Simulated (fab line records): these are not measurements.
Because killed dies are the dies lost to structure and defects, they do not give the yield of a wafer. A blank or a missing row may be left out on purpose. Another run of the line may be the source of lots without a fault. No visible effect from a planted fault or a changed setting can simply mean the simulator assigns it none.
Matching of chambers | flow n5Finfet | N5_FIN_SAQP_PECVD_06 on pecvd-01: 3 sister chambers
The step deposits a-Si from SiH4/He, target thk 60 nm, time 48.1 s. 27 wafers are shown with their chamber, then 12 later ones without.

== WAFERS WITH THEIR CHAMBER ==
wafer  | chamber | showerheadPlenumPTorr (Torr) | throttleValvePct (%) | heaterPowerW (W)
L076.1 | 0       | 5.64                         | 18.2                 | 880
L076.2 | 2       | 5.71                         | 17.2                 | 947
L076.3 | 1       | 5.59                         | 18.1                 | 663
L076.4 | 1       | 5.58                         | 17.9                 | 656
L076.5 | 0       | 5.64                         | 18.3                 | 859
L076.6 | 2       | 5.69                         | 17.1                 | 985
L079.1 | 2       | 5.70                         | 17.2                 | 997
L079.3 | 1       | 5.59                         | 18.2                 | 736
L079.5 | 0       | 5.64                         | 18.5                 | 803
L081.1 | 0       | 5.64                         | 18.7                 | 775
L081.3 | 1       | 5.60                         | 18.1                 | 735
L081.6 | 1       | 5.59                         | 18.3                 | 759
L087.1 | 0       | 5.64                         | 19.1                 | 777
L087.2 | 2       | 5.72                         | 17.4                 | 948
L087.3 | 1       | 5.61                         | 17.9                 | 728
L087.4 | 1       | 5.59                         | 18.3                 | 719
L087.5 | 0       | 5.64                         | 18.9                 | 791
L087.6 | 2       | 5.71                         | 17.1                 | 948
L091.4 | 1       | 5.60                         | 18.0                 | 728
L091.5 | 0       | 5.64                         | 18.7                 | 760
L091.6 | 2       | 5.71                         | 17.0                 | 988
L092.1 | 1       | 5.60                         | 18.0                 | 747
L092.2 | 0       | 5.64                         | 18.8                 | 885
L092.4 | 1       | 5.59                         | 18.1                 | 751
L093.1 | 2       | 5.71                         | 17.3                 | 910
L093.3 | 1       | 5.60                         | 18.0                 | 706
L093.4 | 2       | 5.69                         | 17.4                 | 869

SIGNATURES (averages over the wafers above)
reading               | chamber 0 | chamber 1 | chamber 2 | scatter within a chamber
showerheadPlenumPTorr | 5.6400    | 5.5945    | 5.7050    | 0.00783
throttleValvePct      | 18.650    | 18.082    | 17.212    | 0.203
heaterPowerW          | 816.25    | 720.73    | 949.00    | 42
Rule: for each reading, subtract the chamber's mean from the wafer's reading, divide by that reading's scatter and square the result; add these up over the readings and take the root, which gives the wafer's distance from the chamber. If the next closest chamber is less than 2 further off than the closest, the wafer can't be placed; otherwise it belongs to the closest. How the scatter is found: for the shown wafers, subtract from each reading the mean of its chamber, square and add these, divide the total by (wafers less chambers), then take the root.

== WAFERS WITH NO CHAMBER GIVEN ==
wafer  | showerheadPlenumPTorr (Torr) | throttleValvePct (%) | heaterPowerW (W)
L095.2 | 5.60                         | 17.9                 | 685
L095.4 | 5.65                         | 18.8                 | 872
L095.5 | 5.70                         | 17.3                 | 993
L096.1 | 5.70                         | 17.5                 | 931
L096.2 | 5.59                         | 18.0                 | 796
L096.3 | 5.65                         | 18.6                 | 779
L096.4 | 5.72                         | 17.3                 | 969
L096.5 | 5.59                         | 18.0                 | 782
L096.6 | 5.64                         | 18.5                 | 780
L097.1 | 5.71                         | 17.7                 | 833
L097.4 | 5.70                         | 17.6                 | 851
L097.6 | 5.65                         | 18.5                 | 851

== THE CHAMBER EACH PASSED THROUGH ==
wafer  | from the rows above | in truth
L095.2 | 1                   | 1
L095.4 | 0                   | 0
L095.5 | 2                   | 2
L096.1 | 2                   | 2
L096.2 | 1                   | 1
L096.3 | 0                   | 0
L096.4 | 2                   | 2
L096.5 | 1                   | 1
L096.6 | 0                   | 0
L097.1 | 2                   | 2
L097.4 | 2                   | 2
L097.6 | 0                   | 0
Placed correctly: 12 of 12. Not placeable from these rows: 0. Number placed wrongly: 0.
